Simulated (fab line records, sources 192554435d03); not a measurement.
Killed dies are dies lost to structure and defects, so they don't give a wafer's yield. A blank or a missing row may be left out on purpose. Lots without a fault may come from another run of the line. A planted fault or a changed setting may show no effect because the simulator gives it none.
fab line records | flow n5_finfet
record lots=11 wafers=32 last_day=16
route steps=1938 shown BEOL_M9@1446 PASSIVATION@1936
lots that met no fault: from a run of the same line without faults
start_h: hours from the record's first day to the start of the lot's first wafer shown | wait_h: hours since the lot's step before | " the same as in the row above | L1.1+2: a row that stands for several wafers | - no value, or no start given | * or withheld: withheld | < > ~ a bound
route shown NAME@n: a module of which the file shows steps, and the number in the route of the first | usual: mean/standard deviation of fault-free wafers | same: alike in all rows | chamber/n: place in a boat | sites: the reading at each site | _std_site: their standard deviation | _edge_site: outer sites' mean less inner sites' | radius_mm: how far each site lies from the wafer's centre | mask NAME#n: copy n | behind: the tool/chamber that last shaped the wafer | hold: why the lot was held/for how many hours/how that ended | device: the transistor (n, p or np) that didn't switch | end of line: the same wafers' tests at the end of the route | a step without rows: its recipe alone | killed: dies lost to structure and defects at the first sort, not the wafer's yield | map: a wafer's dies, x killed, . not, _ none there
set.NAME: the setting as run; set.NAME@STEP: as run at that earlier step | model.NAME: the simulator's own value behind a step, which no gauge read
steps of the route over a sample of lots; a table a step, a row a wafer
services: from which hour (start_h, from the record's first day; less than 0 if before it) a tool's chamber was out of use, for how many hours, and why
## steps
# step N5_BEOL_M9_TRENCH_ETCH_37
# recipe chemistry=C4F6/O2 target_depth_a=1514.3 target=SiCOH_lowk time_s=49 ion_energy_ev=250 pressure_mtorr=30 source_w=345 bias_w=185 Ar_flow_sccm=300 C4F6_flow_sccm=10 O2_flow_sccm=10
# usual drypump_motor_current_A=5.8/0.51 oes_product_au=0.80/0.077 rf_vpp_V=662/4.2 showerhead_plenum_p_Torr=2.86/0.099 throttle_valve_pct=20.93/0.24
# columns lot.wafer tool chamber start_h wait_h drypump_motor_current_A oes_product_au rf_hours_counter_h rf_vpp_V showerhead_plenum_p_Torr throttle_valve_pct
L195.1 rie_diel-06 1 - - 5.5 0.73 184 663 2.73 20.95
L195.3 " 0 " " 5.7 0.85 45 663 2.89 20.61
L195.5 " 3 " " 6.6 0.82 - 655 2.76 20.89
L198.1 rie_diel-05 1 - - 5.9 0.74 192 658 2.95 21.13
L198.4 " 3 " " 5.7 0.95 6 666 3.03 20.82
L198.6 " 0 " " 5.6 0.94 - 666 2.79 20.51
L199.1 rie_diel-02 1 - - 5.5 0.73 178 661 2.93 20.96
L199.2 " 3 " " 6.6 0.91 26 667 2.90 20.63
L199.3 " 0 " " 5.1 0.88 33 659 3.02 21.19
L196.3 rie_diel-02 0 - - 5.1 0.89 35 658 3.02 21.17
L196.5 " 1 " " 5.6 0.73 - 659 2.93 20.96
L196.6 " 0 " " 5.1 0.89 - 659 3.02 21.19
L202.2 rie_diel-05 1 - - 5.8 0.71 206 659 2.94 21.17
L202.4 " 2 " " 5.4 0.72 207 668 2.82 21.32
L202.5 " 0 " " 5.6 0.90 - 667 2.79 20.52
L204.1 rie_diel-06 1 - - 5.5 0.72 208 663 2.72 20.98
L204.3 " 2 " " 6.5 0.75 178 667 2.84 21.11
L204.5 " 2 " " 6.5 0.75 - 665 2.84 21.10
L203.3 rie_diel-06 2 - - 6.5 0.76 179 669 2.84 21.11
L203.4 " 1 " " 5.5 0.71 209 663 2.72 20.98
L203.5 " 1 " " 5.5 0.71 - 663 2.72 20.98
L205.1 rie_diel-05 1 - - 5.9 0.72 207 657 2.94 21.16
L205.3 " 2 " " 5.4 0.72 208 667 2.82 21.33
L205.5 " 2 " " 5.4 0.72 - 669 2.82 21.32
L206.2 rie_diel-06 3 - - 6.6 0.81 107 658 2.75 20.93
L206.4 " 0 " " 5.7 0.81 70 662 2.88 20.65
L206.5 " 2 " " 6.5 0.74 - 667 2.84 21.10
L207.2 rie_diel-02 2 - - 5.1 0.77 108 661 2.75 20.81
L207.4 " 3 " " 6.6 0.88 44 666 2.89 20.63
L207.6 " 3 " " 6.6 0.88 - 666 2.89 20.66
L211.2 rie_diel-05 0 - - 5.7 0.87 42 666 2.78 20.55
L211.3 " 1 " " 5.9 0.71 221 657 2.93 21.17
# step N5_BEOL_M9_STRIP_80
# recipe chemistry=N2/H2 time_s=10 power_w=450 temp_c=40 pressure_mtorr=20 rf_frequency_hz=6e+07 bias_power_w=7 n2_flow_sccm=200 h2_flow_sccm=200
# usual drypump_motor_current_A=5.8/0.51 oes_product_au=0.80/0.079 rf_vpp_V=59.2/0.88 showerhead_plenum_p_Torr=2.55/0.092 throttle_valve_pct=23.7/0.31
# columns lot.wafer tool chamber start_h wait_h drypump_motor_current_A oes_product_au rf_hours_counter_h rf_vpp_V showerhead_plenum_p_Torr throttle_valve_pct
L195.1 rie_diel-06 1 - - 5.5 0.74 184 59.0 2.42 23.8
L195.3 " 0 " " 5.7 0.86 45 60.3 2.59 23.4
L195.5 " 3 " " 6.6 0.83 - 59.0 2.47 23.6
L198.1 rie_diel-05 1 - - 5.8 0.74 192 59.5 2.63 24.2
L198.4 " 3 " " 5.8 0.96 6 60.1 2.71 23.7
L198.6 " 0 " " 5.7 0.94 - 61.0 2.49 23.4
L199.1 rie_diel-02 1 - - 5.5 0.73 178 59.3 2.64 24.0
L199.2 " 3 " " 6.5 0.92 26 59.6 2.58 23.2
L199.3 " 0 " " 5.1 0.89 33 60.2 2.70 23.9
L196.3 rie_diel-02 0 - - 5.1 0.89 35 60.3 2.70 23.9
L196.5 " 1 " " 5.5 0.73 - 57.8 2.64 24.0
L196.6 " 0 " " 5.1 0.90 - 59.8 2.70 23.9
L202.2 rie_diel-05 1 - - 5.8 0.73 206 59.5 2.63 24.2
L202.4 " 2 " " 5.4 0.71 207 59.0 2.52 24.1
L202.5 " 0 " " 5.6 0.91 - 59.1 2.49 23.5
L204.1 rie_diel-06 1 - - 5.5 0.71 208 59.7 2.41 23.8
L204.3 " 2 " " 6.5 0.75 178 59.0 2.52 23.5
L204.5 " 2 " " 6.6 0.75 - 60.1 2.52 23.5
L203.3 rie_diel-06 2 - - 6.5 0.76 179 58.2 2.52 23.5
L203.4 " 1 " " 5.5 0.71 209 57.0 2.41 23.8
L203.5 " 1 " " 5.5 0.72 - 59.5 2.41 23.8
L205.1 rie_diel-05 1 - - 5.8 0.72 207 59.5 2.62 24.2
L205.3 " 2 " " 5.5 0.72 208 59.1 2.52 24.2
L205.5 " 2 " " 5.4 0.71 - 60.7 2.52 24.2
L206.2 rie_diel-06 3 - - 6.6 0.80 107 58.2 2.46 23.6
L206.4 " 0 " " 5.7 0.82 70 57.7 2.58 23.5
L206.5 " 2 " " 6.5 0.74 - 58.5 2.52 23.5
L207.2 rie_diel-02 2 - - 5.1 0.79 109 59.0 2.46 23.4
L207.4 " 3 " " 6.6 0.87 44 59.0 2.58 23.2
L207.6 " 3 " " 6.6 0.88 - 60.0 2.58 23.2
L211.2 rie_diel-05 0 - - 5.6 0.89 42 59.3 2.48 23.4
L211.3 " 1 " " 5.8 0.71 221 58.5 2.62 24.2
# step N5_BEOL_M9_CURE_72
# recipe temp_c=370 time_s=120 ambient=DMADMS/He material=SiCOH_lowk
# usual lamp_power_pct=52.31/0.054 wafer_temp_C_max=371.7/0.52
# columns lot.wafer tool chamber start_h wait_h lamp_power_pct wafer_temp_C_max
L195.1 uv_cure-02 2 190.70 0.0 52.33 371.8
L195.3 " 2 " " 52.29 371.8
L195.5 " 2 " " 52.30 372.0
L198.1 uv_cure-03 2 217.58 0.0 52.30 372.0
L198.4 " 2 " " 52.33 372.1
L198.6 " 2 " " 52.23 372.0
L199.1 uv_cure-02 2 227.11 0.0 52.20 371.9
L199.2 " 2 " " 52.36 371.7
L199.3 " 2 " " 52.27 371.5
L196.3 uv_cure-01 2 229.75 0.1 52.26 371.6
L196.5 " 2 " " 52.35 371.4
L196.6 " 2 " " 52.34 371.6
L204.1 uv_cure-02 0 272.04 0.0 52.34 371.9
L204.3 " 0 " " 52.21 372.2
L204.5 " 0 " " 52.28 372.1
L202.2 uv_cure-01 1 272.07 0.1 52.25 370.5
L202.4 " 1 " " 52.32 370.4
L202.5 " 1 " " 52.43 370.9
L203.3 uv_cure-01 0 275.81 0.3 52.26 370.7
L203.4 " 0 " " 52.42 371.6
L203.5 " 0 " " 52.39 370.8
L205.1 uv_cure-02 2 276.16 0.2 52.38 371.8
L205.3 " 2 " " 52.32 371.9
L205.5 " 2 " " 52.36 372.1
L206.2 uv_cure-03 1 280.65 0.3 52.30 372.5
L206.4 " 1 " " 52.39 371.9
L206.5 " 1 " " 52.28 372.3
L207.2 uv_cure-02 0 288.13 0.1 52.35 371.8
L207.4 " 0 " " 52.29 371.1
L207.6 " 0 " " 52.41 371.6
L211.2 uv_cure-01 1 316.80 0.1 52.30 370.6
L211.3 " 1 " " 52.40 370.8
# step N5_BEOL_M9_CVD_78
# recipe material=Co target_thk_a=20 temp_c=withheld precursor=CCTBA/H2 pressure_torr=30 time_s=138.9
# usual run_length_s=161.9/0.48
# columns lot.wafer tool chamber start_h wait_h run_length_s since_wet_clean_h
L195.1 cvd_co-02 1 191.51 0.0 162.4 55
L195.3 " 0 " " 161.3 952
L195.5 " 1 " " 162.3 -
L198.1 cvd_co-01 1 218.68 0.0 162.2 1197
L198.4 " 1 " " 161.6 -
L198.6 " 0 " " 161.8 -
L199.1 cvd_co-02 2 229.61 0.0 162.5 530
L199.2 " 1 " " 162.2 93
L199.3 " 0 " " 161.1 990
L196.3 cvd_co-01 0 230.72 0.3 161.4 772
L196.5 " 1 " " 161.6 -
L196.6 " 2 " " 161.9 -
L204.1 cvd_co-01 2 273.72 0.0 161.7 356
L204.3 " 1 " " 161.0 1252
L204.5 " 0 " " 162.0 -
L202.2 cvd_co-01 2 273.81 0.1 162.2 356
L202.4 " 2 " " 162.0 -
L202.5 " 0 " " 161.8 -
L203.3 cvd_co-02 0 277.28 0.2 161.5 1037
L203.4 " 2 " " 162.1 -
L203.5 " 0 " " 161.0 -
L205.1 cvd_co-01 0 277.34 0.1 161.5 819
L205.3 " 2 " " 161.7 359
L205.5 " 2 " " 162.0 -
L206.2 cvd_co-02 2 281.82 0.1 162.2 583
L206.4 " 1 " " 162.2 -
L206.5 " 2 " " 162.7 -
L207.2 cvd_co-01 1 289.55 0.0 161.3 1268
L207.4 " 2 " " 161.9 -
L207.6 " 0 " " 161.6 -
L211.2 cvd_co-01 0 318.59 0.0 163.5 860
L211.3 " 2 " " 163.2 401
# step N5_PASSIVATION_PROBE_49
# usual defect_limited_yield=91.2/1.5 killed_at_M0_to_M3=35/11 killed_at_M4_up=13/5.6 killed_at_contacts=13/6.3 killed_at_front_end=38/12 killed_at_other=3.7/2.9 killed_dies=104/18 killed_on_rim=14/3.8 killed_open=69/13 killed_short=34/8.3 sort_bin_5_function=5.2/0.95 sort_bin_6_memory=3.3/0.68 sort_n_pass=1076/18 sort_yield_pct=91.2/1.5
# same gross_dies=1180 killed_at_back_side=0 sort_bin_4_leakage[%]=0 sort_bin_8_speed[%]=0
# columns lot.wafer tool chamber start_h wait_h defect_limited_yield[%] killed_at_M0_to_M3 killed_at_M4_up killed_at_contacts killed_at_front_end killed_at_other killed_dies killed_on_rim killed_open killed_short sort_bin_5_function[%] sort_bin_6_memory[%] sort_n_pass sort_yield_pct[%]
L195.1 prober-02 - 244.67 0.0 91.6 36 8 15 31 9 99 12 67 29 5.3 2.9 1081 91.6
L195.3 prober-02 - 244.77 0.1 91.9 25 14 13 35 9 96 11 63 33 4.6 3.3 1084 91.9
L195.5 prober-02 - 244.87 0.2 93.6 32 6 4 28 5 75 10 38 34 3.1 3.1 1105 93.6
L198.1 prober-01 - 268.10 0.0 92.5 43 15 7 22 2 89 8 56 32 4.7 2.5 1091 92.5
L198.4 prober-01 - 268.25 0.2 93.2 41 13 2 22 2 80 11 55 25 3.6 2.9 1100 93.2
L198.6 prober-01 - 268.35 0.3 92.8 41 5 17 22 0 85 11 58 24 4.3 2.7 1095 92.8
L199.1 prober-01 - 283.56 0.0 92.2 35 15 9 30 3 92 14 56 35 4.5 3.0 1088 92.2
L199.2 prober-01 - 283.61 0.1 90.7 32 24 13 34 7 110 14 80 30 5.8 3.0 1070 90.7
L199.3 prober-01 - 283.66 0.1 90.6 23 29 14 38 7 111 13 84 27 5.8 3.1 1069 90.6
L202.2 prober-02 - 333.00 0.1 90.2 29 10 10 65 2 116 22 76 39 5.4 4.0 1064 90.2
L202.4 prober-02 - 333.10 0.2 91.2 32 12 14 46 0 104 15 75 28 5.7 2.9 1076 91.2
L202.5 prober-02 - 333.15 0.2 87.1 49 17 25 59 2 152 21 98 52 7.7 4.6 1028 87.1
L203.3 prober-01 - 333.66 0.1 91.3 28 14 7 50 4 103 11 68 33 5.8 2.8 1077 91.3
L203.4 prober-01 - 333.71 0.2 89.5 39 10 24 43 8 124 15 85 39 5.8 4.5 1056 89.5
L203.5 prober-01 - 333.76 0.2 91.6 23 18 14 40 4 99 14 68 29 4.7 3.5 1081 91.6
L205.1 prober-01 - 337.84 0.0 92.2 38 15 12 26 1 92 8 66 25 4.3 3.3 1088 92.2
L205.3 prober-01 - 337.94 0.1 91.4 27 17 9 47 1 101 12 69 29 4.7 3.7 1079 91.4
L205.5 prober-01 - 338.04 0.2 88.7 54 14 18 43 4 133 16 79 50 7.0 3.6 1047 88.7
L206.2 prober-01 - 341.59 0.1 91.9 11 19 5 60 0 95 10 63 32 5.1 2.8 1085 91.9
L206.4 prober-01 - 341.69 0.2 91.1 25 17 10 46 7 105 13 65 39 5.8 2.8 1075 91.1
L206.5 prober-01 - 341.74 0.2 90.7 24 12 14 60 0 110 12 83 26 5.8 3.5 1070 90.7
L211.2 prober-01 - 378.69 0.1 92.5 21 7 20 37 3 88 13 59 29 4.7 2.5 1092 92.5
L211.3 prober-01 - 378.74 0.1 91.4 39 5 30 25 2 101 13 75 25 4.2 4.0 1079 91.4
# killed by level:class
L195.1 MOL_CONTACT_COAG:geometric_particle:open=13 FIN_SAQP:geometric_particle:open=10 BEOL_M1:geometric_particle:open=10 BEOL_M0_SAQP:geometric_particle:open=7 BEOL_M2:geometric_particle:open=6 BEOL_M0_SAQP:geometric_particle:short=5 GATE_CUT:geometric_particle:short=4 STI_FIN_REVEAL:geometric_particle:open=3
L195.3 MOL_CONTACT_COAG:geometric_particle:open=11 FIN_SAQP:geometric_particle:short=8 DUMMY_GATE:geometric_particle:open=7 FIN_SAQP:geometric_particle:open=5 BEOL_M0_SAQP:geometric_particle:open=5 BEOL_M2:geometric_particle:open=5 BEOL_M3:geometric_particle:open=5 BEOL_M5:geometric_particle:open=5
L195.5 BEOL_M0_SAQP:geometric_particle:short=13 BEOL_M0_SAQP:geometric_particle:open=12 STARTING-WAFER:geometric_particle:short=6 GATE_CUT:geometric_particle:short=5 STI_FIN_REVEAL:geometric_particle:short=4 MOL_CONTACT_COAG:geometric_particle:open=3 BEOL_M2:geometric_particle:open=3 FIN_SAQP:geometric_particle:short=2
L198.1 BEOL_M3:geometric_particle:open=19 BEOL_M0_SAQP:geometric_particle:short=11 BEOL_M4:geometric_particle:open=9 MOL_CONTACT_COAG:geometric_particle:open=6 STI_FIN_REVEAL:geometric_particle:open=4 GATE_CUT:geometric_particle:short=4 FIN_SAQP:geometric_particle:short=3 BEOL_M0_SAQP:geometric_particle:open=3
L198.4 BEOL_M3:geometric_particle:open=13 BEOL_M0_SAQP:geometric_particle:open=9 GATE_CUT:geometric_particle:short=7 BEOL_M1:geometric_particle:open=6 BEOL_M0_SAQP:geometric_particle:short=5 FIN_SAQP:geometric_particle:open=4 GATE_CUT:geometric_particle:open=4 BEOL_M3:geometric_particle:short=3
L198.6 MOL_CONTACT_COAG:geometric_particle:open=13 BEOL_M3:geometric_particle:open=11 BEOL_M0_SAQP:geometric_particle:open=8 BEOL_M3:geometric_particle:short=7 MOL_CONTACT_COAG:geometric_particle:short=4 BEOL_M0_SAQP:geometric_particle:short=4 BEOL_M1:geometric_particle:open=4 FIN_SAQP:geometric_particle:open=3
L199.1 BEOL_M3:geometric_particle:open=9 BEOL_M4:geometric_particle:open=9 GATE_CUT:geometric_particle:short=6 MOL_CONTACT_COAG:geometric_particle:open=6 STI_FIN_REVEAL:geometric_particle:open=5 BEOL_M0_SAQP:geometric_particle:short=5 BEOL_M2:geometric_particle:open=5 FIN_SAQP:geometric_particle:open=4
L199.2 BEOL_M4:geometric_particle:open=12 MOL_CONTACT_COAG:geometric_particle:open=11 BEOL_M2:geometric_particle:open=11 STI_FIN_REVEAL:geometric_particle:open=10 FIN_SAQP:geometric_particle:open=9 BEOL_M3:geometric_particle:open=5 FIN_SAQP:geometric_particle:short=4 BEOL_M0:geometric_particle:open=4
L199.3 STI_FIN_REVEAL:geometric_particle:open=15 MOL_CONTACT_COAG:geometric_particle:open=11 BEOL_M4:geometric_particle:open=11 BEOL_M1:geometric_particle:open=7 BEOL_M3:geometric_particle:open=7 BEOL_M5:geometric_particle:open=5 STI_FIN_REVEAL:geometric_particle:short=4 ILD0:geometric_particle:open=4
L202.2 FIN_SAQP:geometric_particle:short=17 FIN_SAQP:geometric_particle:open=16 STI_FIN_REVEAL:geometric_particle:open=12 MOL_CONTACT_COAG:geometric_particle:open=8 BEOL_M0_SAQP:geometric_particle:open=8 GATE_CUT:geometric_particle:short=5 BEOL_M0_SAQP:geometric_particle:short=5 STARTING-WAFER:geometric_particle:open=5
L202.4 FIN_SAQP:geometric_particle:open=13 MOL_CONTACT_COAG:geometric_particle:open=12 STI_FIN_REVEAL:geometric_particle:open=11 FIN_SAQP:geometric_particle:short=10 BEOL_M0_SAQP:geometric_particle:open=8 BEOL_M0_SAQP:geometric_particle:short=7 BEOL_M1:geometric_particle:open=6 BEOL_M4:geometric_particle:open=5
L202.5 FIN_SAQP:geometric_particle:short=24 MOL_CONTACT_COAG:geometric_particle:open=21 BEOL_M2:geometric_particle:open=12 FIN_SAQP:geometric_particle:open=11 BEOL_M0_SAQP:geometric_particle:open=11 BEOL_M0_SAQP:geometric_particle:short=11 BEOL_M4:geometric_particle:open=6 BEOL_M3:geometric_particle:open=6
L203.3 FIN_SAQP:geometric_particle:open=21 FIN_SAQP:geometric_particle:short=11 BEOL_M0_SAQP:geometric_particle:open=10 BEOL_M4:geometric_particle:open=7 BEOL_M0_SAQP:geometric_particle:short=5 BEOL_M1:geometric_particle:open=5 BEOL_M1:geometric_particle:short=4 MOL_CONTACT_COAG:geometric_particle:short=3
L203.4 MOL_CONTACT_COAG:geometric_particle:open=19 BEOL_M0_SAQP:geometric_particle:open=14 FIN_SAQP:geometric_particle:open=13 BEOL_M0_SAQP:geometric_particle:short=11 DUMMY_GATE:geometric_particle:open=9 BEOL_M1:geometric_particle:open=9 FIN_SAQP:geometric_particle:short=6 MOL_CONTACT_COAG:geometric_particle:short=5
L203.5 FIN_SAQP:geometric_particle:open=12 MOL_CONTACT_COAG:geometric_particle:open=11 FIN_SAQP:geometric_particle:short=7 DUMMY_GATE:geometric_particle:open=7 BEOL_M3:geometric_particle:open=6 BEOL_M4:geometric_particle:open=6 BEOL_M0_SAQP:geometric_particle:short=5 BEOL_M1:geometric_particle:open=5
L205.1 BEOL_M0_SAQP:geometric_particle:short=11 STI_FIN_REVEAL:geometric_particle:open=10 MOL_CONTACT_COAG:geometric_particle:open=10 BEOL_M4:geometric_particle:open=10 BEOL_M0_SAQP:geometric_particle:open=9 BEOL_M2:geometric_particle:open=7 BEOL_M3:geometric_particle:open=4 FIN_SAQP:geometric_particle:short=3
L205.3 STI_FIN_REVEAL:geometric_particle:open=10 FIN_SAQP:geometric_particle:open=9 MOL_CONTACT_COAG:geometric_particle:open=8 BEOL_M0_SAQP:geometric_particle:short=7 BEOL_M0_SAQP:geometric_particle:open=6 BEOL_M4:geometric_particle:open=6 BEOL_M2:geometric_particle:open=5 FIN_SAQP:geometric_particle:short=4
L205.5 BEOL_M0_SAQP:geometric_particle:open=24 BEOL_M0_SAQP:geometric_particle:short=20 MOL_CONTACT_COAG:geometric_particle:open=14 STI_FIN_REVEAL:geometric_particle:open=8 FIN_SAQP:geometric_particle:short=7 FIN_SAQP:geometric_particle:open=6 GATE_CUT:geometric_particle:short=5 FIN_CUT:geometric_particle:short=3
L206.2 STI_FIN_REVEAL:geometric_particle:open=19 FIN_SAQP:geometric_particle:open=16 BEOL_M4:geometric_particle:open=8 FIN_SAQP:geometric_particle:short=8 BEOL_M0_SAQP:geometric_particle:short=4 BEOL_M8:geometric_particle:short=3 MOL_CONTACT_COAG:geometric_particle:short=3 BEOL_M8:geometric_particle:open=3
L206.4 FIN_SAQP:geometric_particle:short=12 BEOL_M0_SAQP:geometric_particle:open=10 FIN_SAQP:geometric_particle:open=8 MOL_CONTACT_COAG:geometric_particle:open=8 BEOL_M0_SAQP:geometric_particle:short=7 BEOL_M4:geometric_particle:open=7 GATE_CUT:geometric_particle:short=6 GATE_CUT:geometric_particle:open=5
L206.5 FIN_SAQP:geometric_particle:open=22 STI_FIN_REVEAL:geometric_particle:open=14 MOL_CONTACT_COAG:geometric_particle:open=11 BEOL_M1:geometric_particle:open=9 FIN_SAQP:geometric_particle:short=6 BEOL_M7:geometric_particle:open=5 BEOL_M3:geometric_particle:open=5 DUMMY_GATE:geometric_particle:open=4
L211.2 MOL_CONTACT_COAG:geometric_particle:open=17 FIN_SAQP:geometric_particle:open=9 BEOL_M2:geometric_particle:open=8 GATE_CUT:geometric_particle:short=7 BEOL_M4:geometric_particle:open=6 GATE_CUT:geometric_particle:open=4 MOL_CONTACT_COAG:geometric_particle:short=3 BEOL_M0_SAQP:geometric_particle:short=3
L211.3 MOL_CONTACT_COAG:geometric_particle:open=23 BEOL_M2:geometric_particle:open=9 MOL_CONTACT_COAG:geometric_particle:short=7 BEOL_M1:geometric_particle:open=7 BEOL_M3:geometric_particle:open=7 BEOL_M0_SAQP:geometric_particle:open=6 STI_FIN_REVEAL:geometric_particle:open=5 BEOL_M0_SAQP:geometric_particle:short=5
## services
# columns tool chamber start_h hours kind
uv_cure-01 - 167.62 0.9 repair
rie_diel-05 3 175.58 - clean
rie_diel-05 3 175.58 - consumable_replace:focus_ring
rie_diel-05 3 175.58 - consumable_replace:showerhead
rie_diel-05 3 175.58 22.7 scheduled_down
rie_diel-05 3 175.58 22.7 vent_cycle
uv_cure-02 - 177.95 0.9 repair
rie_diel-02 2 187.47 42.2 repair
rie_diel-05 - 197.43 0.5 repair
uv_cure-01 - 204.45 1.0 pm
uv_cure-01 - 213.27 5.0 pm
cvd_co-01 - 226.69 1.1 repair
uv_cure-03 - 238.98 1.0 pm
uv_cure-01 - 245.56 5.9 repair
uv_cure-03 - 251.75 7.5 pm
cvd_co-02 - 279.31 1.3 repair
rie_diel-06 2 297.63 7.9 repair
rie_diel-05 3 298.23 8.0 repair
cvd_co-01 1 301.21 3.3 repair
rie_diel-06 - 302.99 14.6 pm
cvd_co-02 2 307.79 5.4 repair
rie_diel-02 0 316.48 3.8 repair
## key
first_sign step=N5_BEOL_M9_CVD_78 reading=run_length_s direction=up sigmas=3.1 usual=* struck=*
effect none on later readings
met_at N5_BEOL_M9_CVD_78
struck_lots L211
struck_wafers L211.2,L211.3
not_acting_at N5_BEOL_M9_TRENCH_ETCH_37,N5_BEOL_M9_STRIP_80,N5_BEOL_M9_CURE_72
onset_between 289.55 318.59
fault kind=process_parameter_drift tool=cvd_co-01 chamber=- onset_h=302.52 steps=N5_BEOL_M9_CVD_78 channel=time_s offset=* shape=step end_h=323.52 scope=struck_wafers_only acts_in=* stated=*
